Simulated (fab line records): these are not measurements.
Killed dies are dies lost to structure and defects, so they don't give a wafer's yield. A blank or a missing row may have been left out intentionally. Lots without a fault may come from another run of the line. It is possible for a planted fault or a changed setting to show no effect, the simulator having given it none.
Split-lot trial / flow n5 finfet / on a route of 1938 steps: 7 lots, 21 wafers read

SPLIT DETAILS
At N5_BEOL_M2_ETCH_74 (etches underlayer in N2/H2, target depth 6.5 nm, time 5.2 s), the setting source w was moved away from the recipe's 840 W on 6 of the 21 wafers read, by -8.2% to +14.4%. For the rest of the wafers, this setting stayed at what the recipe calls for.

The reading comes from the split's own step.

THE READING
rf vpp V, in V, at N5_BEOL_M2_ETCH_74 (etches underlayer in N2/H2, target depth 6.5 nm, time 5.2 s). Fault-free wafers of this fab line usually give 525.1 V, standard deviation 1.9 V.

wafer=L074.3; tool, chamber at the split=rie diel-06, 2; source w as run, W=840; against the recipe=recipe; rf vpp V, V=524.8; against lot-mates on the recipe=-
wafer=L074.4; tool, chamber at the split=rie diel-06, 3; source w as run, W=840; against the recipe=recipe; rf vpp V, V=528.4; against lot-mates on the recipe=-
wafer=L074.6; tool, chamber at the split=rie diel-06, 2; source w as run, W=840; against the recipe=recipe; rf vpp V, V=525.5; against lot-mates on the recipe=-
wafer=L075.2; tool, chamber at the split=rie diel-05, 0; source w as run, W=961.2; against the recipe=+14.4%; rf vpp V, V=501.3; against lot-mates on the recipe=-24.2
wafer=L075.3; tool, chamber at the split=rie diel-05, 1; source w as run, W=840; against the recipe=recipe; rf vpp V, V=526.3; against lot-mates on the recipe=-
wafer=L075.5; tool, chamber at the split=rie diel-05, 3; source w as run, W=840; against the recipe=recipe; rf vpp V, V=524.8; against lot-mates on the recipe=-
wafer=L086.2; tool, chamber at the split=rie diel-05, 3; source w as run, W=840; against the recipe=recipe; rf vpp V, V=527.0; against lot-mates on the recipe=-
wafer=L086.5; tool, chamber at the split=rie diel-05, 0; source w as run, W=840; against the recipe=recipe; rf vpp V, V=522.1; against lot-mates on the recipe=-
wafer=L086.6; tool, chamber at the split=rie diel-05, 3; source w as run, W=887.5; against the recipe=+5.7%; rf vpp V, V=518.5; against lot-mates on the recipe=-6.0
wafer=L088.1; tool, chamber at the split=rie diel-02, 3; source w as run, W=840; against the recipe=recipe; rf vpp V, V=523.7; against lot-mates on the recipe=-
wafer=L088.3; tool, chamber at the split=rie diel-02, 1; source w as run, W=840; against the recipe=recipe; rf vpp V, V=522.3; against lot-mates on the recipe=-
wafer=L088.5; tool, chamber at the split=rie diel-02, 1; source w as run, W=840; against the recipe=recipe; rf vpp V, V=523.3; against lot-mates on the recipe=-
wafer=L089.1; tool, chamber at the split=rie diel-02, 3; source w as run, W=782; against the recipe=-6.9%; rf vpp V, V=535.6; against lot-mates on the recipe=+10.6
wafer=L089.3; tool, chamber at the split=rie diel-02, 2; source w as run, W=840; against the recipe=recipe; rf vpp V, V=525.0; against lot-mates on the recipe=-
wafer=L089.4; tool, chamber at the split=rie diel-02, 0; source w as run, W=782; against the recipe=-6.9%; rf vpp V, V=542.0; against lot-mates on the recipe=+17.0
wafer=L092.1; tool, chamber at the split=rie diel-02, 1; source w as run, W=840; against the recipe=recipe; rf vpp V, V=521.4; against lot-mates on the recipe=-
wafer=L092.4; tool, chamber at the split=rie diel-02, 0; source w as run, W=840; against the recipe=recipe; rf vpp V, V=527.4; against lot-mates on the recipe=-
wafer=L092.6; tool, chamber at the split=rie diel-02, 1; source w as run, W=840; against the recipe=recipe; rf vpp V, V=523.3; against lot-mates on the recipe=-
wafer=L097.1; tool, chamber at the split=rie diel-06, 0; source w as run, W=840; against the recipe=recipe; rf vpp V, V=521.8; against lot-mates on the recipe=-
wafer=L097.3; tool, chamber at the split=rie diel-06, 2; source w as run, W=771.1; against the recipe=-8.2%; rf vpp V, V=539.2; against lot-mates on the recipe=+17.4
wafer=L097.4; tool, chamber at the split=rie diel-06, 1; source w as run, W=771.1; against the recipe=-8.2%; rf vpp V, V=542.0; against lot-mates on the recipe=+20.2

FIT RESULTS
A straight line over all 21 wafers: rf vpp V changes by -1.75 V for each +1% of source w; r = -0.96; the points scatter about the line by 2.5 V.
The same after taking each lot's own level away (the mean of its wafers on the recipe; 21 wafers): -1.86 V for each +1%; r = -0.97; scatter 2.4 V.
Per that fit: largest source w move, reading shift of 27 V.
From 521.80 to 526.23 V: that is the span of the lots' own levels, equal to 2.3 times the standard deviation above.
So the lot-to-lot level changes the slope little: the two slopes agree.
Check: for one of the wafers moved furthest among these (+14.4%), held out of the fit, the line's prediction against its lot-mates is -28.2 V. It came out at -24.2 V against them.
Tool readings at the split's step, against how far the setting was moved: etch rf on time s r = -0.93; rf vpp V r = -0.96.

THE WHOLE CHAIN: every reading that the file lists as answering this split, in the file's order
step=N5_BEOL_M2_ETCH_74; what it does=etches underlayer in N2/H2, target depth 6.5 nm, time 5.2 s; reading=etch rf on time s; change (the file's fit)=withheld for each +1% of the setting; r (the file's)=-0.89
step=N5_BEOL_M2_ETCH_74; what it does=etches underlayer in N2/H2, target depth 6.5 nm, time 5.2 s; reading=rf vpp V; change (the file's fit)=-1.79 V for each +1% of the setting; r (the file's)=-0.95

THE FILE'S OWN FIT
rf vpp V changes by -1.79 V for each +1% of source w, r = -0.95.
